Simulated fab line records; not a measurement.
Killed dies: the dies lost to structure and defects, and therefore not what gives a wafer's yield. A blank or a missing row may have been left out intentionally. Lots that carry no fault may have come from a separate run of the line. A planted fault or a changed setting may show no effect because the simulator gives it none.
What tool caused it? | flow nand_harc | 72 wafers from 24 lots sampled at 3 of the route's 1159 steps

## WHAT THE GAUGES READ, wafer by wafer
NHARC_A_CONTACT_OVL_MEAS_70. Usual: overlay_x_nm -0.1 nm, standard deviation 0.99; overlay_y_nm -0.1 nm, standard deviation 1.1.
lot  | measured     | on         | overlay_x_nm (nm) | overlay_y_nm (nm) | flag
L076 | day 16 22:56 | overlay-01 | 0.7 0.1 0.6       | 0.6 1.0 1.1       |
L075 | day 17 00:26 | overlay-02 | -0.4 -0.6 -0.5    | 1.2 1.2 1.4       |
L077 | day 17 02:09 | overlay-01 | -0.3 0.4 -0.2     | -1.5 -2.2 -2.5    |
L080 | day 17 13:34 | overlay-01 | 0.2 0.5 0.7       | 1.8 1.6 1.2       |
L078 | day 17 17:29 | overlay-01 | -0.7 0.3 -0.1     | -1.3 -0.9 -0.7    |
L079 | day 17 22:37 | overlay-02 | -1.7 -1.4 -1.9    | -0.9 -1.1 -0.9    |
L074 | day 18 00:50 | overlay-02 | -1.5 -1.9 -1.8    | 1.2 1.0 1.9       |
L081 | day 18 09:40 | overlay-02 | 0.1 0.3 0.3       | -0.1 0.1 -0.6     |
L082 | day 18 11:16 | overlay-02 | 1.1 0.9 0.4       | -1.1 -1.5 -1.1    |
L083 | day 19 00:22 | overlay-01 | -0.7 -0.9 -1.1    | -0.5 -0.2 -0.6    |
L085 | day 19 03:25 | overlay-01 | 0.1 -0.5 0.3      | -1.0 -1.0 -1.1    |
L084 | day 19 09:11 | overlay-01 | -1.4 -1.8 -1.9    | 0.6 0.3 0.6       |
L088 | day 19 12:10 | overlay-01 | 0.6 0.4 0.3       | -0.6 -0.8 -0.6    |
L087 | day 19 13:46 | overlay-02 | 0.6 0.0 0.2       | 1.6 0.8 1.1       |
L086 | day 19 19:47 | overlay-01 | -1.7 -1.1 -1.3    | 0.0 -0.5 -0.4     |
L089 | day 20 16:02 | overlay-02 | 0.5 0.4 0.6       | -0.8 -1.4 -1.0    |
L090 | day 20 18:24 | overlay-01 | -1.4 -1.3 -1.3    | 1.4 2.0 0.9       |
L094 | day 20 22:32 | overlay-01 | -0.1 -0.2 0.1     | -1.7 -1.6 -1.8    |
L091 | day 21 06:35 | overlay-02 | 0.9 0.8 0.5       | -0.7 0.0 -0.7     |
L092 | day 21 08:19 | overlay-01 | 0.6 0.1 1.6       | -1.6 -0.9 -1.2    |
L093 | day 21 12:29 | overlay-02 | -0.4 -0.6 0.0     | 0.1 0.1 -0.1      |
L095 | day 21 21:30 | overlay-01 | 2.0 1.5 1.7       | 0.3 0.6 0.0       |
L096 | day 22 02:53 | overlay-02 | 0.2 -0.3 0.6      | 0.9 0.9 1.0       |
L097 | day 22 09:58 | overlay-01 | 1.6 1.6 1.2       | 0.6 0.5 0.7       |

## TOOL THAT RAN EACH LOT (tool first, then ch and the chambers of the sampled wafers, then the start)
lot  | NHARC_A_CONTACT_ETCH_111             | NHARC_A_CONTACT_ETCH_120
L076 | har_cap_etch-03 ch 0,1, day 16 16:48 | har_cap_etch-03 ch 0,1, day 16 17:43
L075 | har_cap_etch-02 ch 0,1, day 16 17:43 | har_cap_etch-02 ch 0,1, day 16 18:38
L077 | har_cap_etch-01 ch 0,1, day 16 20:47 | har_cap_etch-01 ch 0,1, day 16 21:41
L080 | har_cap_etch-03 ch 0,1, day 17 06:13 | har_cap_etch-03 ch 0,1, day 17 07:08
L078 | har_cap_etch-02 ch 0,1, day 17 11:24 | har_cap_etch-02 ch 0,1, day 17 12:19
L079 | har_cap_etch-03 ch 0,1, day 17 16:26 | har_cap_etch-03 ch 0,1, day 17 17:19
L074 | har_cap_etch-02 ch 0,1, day 17 19:11 | har_cap_etch-02 ch 0,1, day 17 20:07
L081 | har_cap_etch-01 ch 0,1, day 18 01:19 | har_cap_etch-01 ch 0,1, day 18 02:14
L082 | har_cap_etch-03 ch 0,1, day 18 01:50 | har_cap_etch-03 ch 0,1, day 18 02:45
L083 | har_cap_etch-01 ch 0,1, day 18 16:40 | har_cap_etch-01 ch 0,1, day 18 17:35
L085 | har_cap_etch-03 ch 0,1, day 18 19:40 | har_cap_etch-03 ch 0,1, day 18 20:34
L084 | har_cap_etch-03 ch 0,1, day 19 02:22 | har_cap_etch-03 ch 0,1, day 19 03:15
L088 | har_cap_etch-02 ch 0,1, day 19 06:36 | har_cap_etch-02 ch 0,1, day 19 07:32
L087 | har_cap_etch-03 ch 0,1, day 19 07:16 | har_cap_etch-03 ch 0,1, day 19 08:14
L086 | har_cap_etch-03 ch 0,1, day 19 14:06 | har_cap_etch-03 ch 0,1, day 19 15:02
L089 | har_cap_etch-02 ch 0,1, day 20 10:33 | har_cap_etch-02 ch 0,1, day 20 11:29
L090 | har_cap_etch-01 ch 0,1, day 20 12:54 | har_cap_etch-01 ch 0,1, day 20 13:48
L094 | har_cap_etch-03 ch 0,1, day 20 14:26 | har_cap_etch-03 ch 0,1, day 20 15:37
L091 | har_cap_etch-03 ch 0,1, day 20 23:20 | har_cap_etch-03 ch 0,1, day 21 00:14
L092 | har_cap_etch-01 ch 0,1, day 21 02:23 | har_cap_etch-01 ch 0,1, day 21 03:18
L093 | har_cap_etch-02 ch 0,1, day 21 06:33 | har_cap_etch-02 ch 0,1, day 21 07:43
L095 | har_cap_etch-02 ch 0,1, day 21 15:40 | har_cap_etch-02 ch 0,1, day 21 16:36
L096 | har_cap_etch-03 ch 0,1, day 21 19:35 | har_cap_etch-03 ch 0,1, day 21 20:47
L097 | har_cap_etch-02 ch 0,1, day 22 04:21 | har_cap_etch-02 ch 0,1, day 22 05:16
- NHARC_A_CONTACT_ETCH_111: etches the open film in C4F8/O2/Ar, time 140 s, target depth 700 nm.
- NHARC_A_CONTACT_ETCH_120: etches the open film in C4F8/O2/Ar, time 94 s, target depth 922 nm.

## AS READ BY THE TOOLS THEMSELVES (means over the sampled wafers that have a number; for cases with no such wafer, the mark the record gives instead)
The record holds no such reading with a usual standard deviation.

## THE ANSWER, worked out from the rows above alone
Rule: a lot is off if the mean of its wafers that have a number lies more than 3 standard deviations from the usual mean. Also off: a lot with no number at a reading for which 4 or more lots have one. The other lots that the step has rows for count as sound. First the gauges in route order, then the tools' own readings, where a lot's mean is used as printed above. The first step at which some lot is off is used, and at that step the reading that is off furthest; a lot without a number counts as furthest.
No lot is off at any reading shown: from this, nothing can be told.

## WHAT THE SIMULATOR PUT IN
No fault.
